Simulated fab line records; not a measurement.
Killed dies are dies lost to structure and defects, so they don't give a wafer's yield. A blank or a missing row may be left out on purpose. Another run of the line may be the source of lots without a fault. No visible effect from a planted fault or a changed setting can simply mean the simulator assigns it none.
Matching of chambers | flow nand harc | NHARC_A_STAIRCASE_DESCUM_168 on rie diel-01 has 4 sister chambers
The step chemistry O2, time 3 s. 4 wafers are shown with their chamber, then 12 later ones without.

## WAFERS, EACH WITH ITS CHAMBER
wafer  | chamber | showerhead plenum p Torr (Torr)
L086.4 | 3       | 1.89
L087.1 | 0       | 1.98
L087.2 | 1       | 1.78
L087.3 | 2       | 1.84

## WAFERS WHOSE CHAMBER IS MISSING
wafer  | showerhead plenum p Torr (Torr)
L092.1 | 1.89
L092.2 | 1.84
L092.4 | 1.89
L091.1 | 1.89
L091.3 | 2.08
L091.5 | 1.89
L091.2 | 1.84
L091.4 | 1.84
L091.6 | 2.08
L093.1 | 1.98
L093.2 | 1.89
L093.3 | 1.84

## WHICH CHAMBER EACH WENT THROUGH
wafer  | from the rows above          | in truth
L092.1 | can't be placed: 3 or 2      | 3
L092.2 | can't be placed: 2 or 3 or 1 | 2
L092.4 | can't be placed: 3 or 2      | 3
L091.1 | can't be placed: 3 or 2      | 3
L091.3 | 0                            | 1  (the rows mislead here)
L091.5 | can't be placed: 3 or 2      | 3
L091.2 | can't be placed: 2 or 3 or 1 | 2
L091.4 | can't be placed: 2 or 3 or 1 | 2
L091.6 | 0                            | 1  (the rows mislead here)
L093.1 | 0                            | 0
L093.2 | can't be placed: 3 or 2      | 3
L093.3 | can't be placed: 2 or 3 or 1 | 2
Correctly placed: 1 of 12. These rows do not allow placing 9 (true chamber among the candidates in 9). Number placed wrongly: 2.
How it was worked out, from the rows above alone: a wafer's distance from a chamber is the root of the sum, over the readings, of the square of ((its reading less the chamber's mean) divided by the reading's scatter). The wafer belongs to the nearest chamber; if the next one is less than 2 further off, it can't be placed. For every chamber, the mean is computed from those of its wafers that are shown. The scatter: root of mean squared gap, hidden wafer to nearest shown wafer, with one shown wafer a chamber.
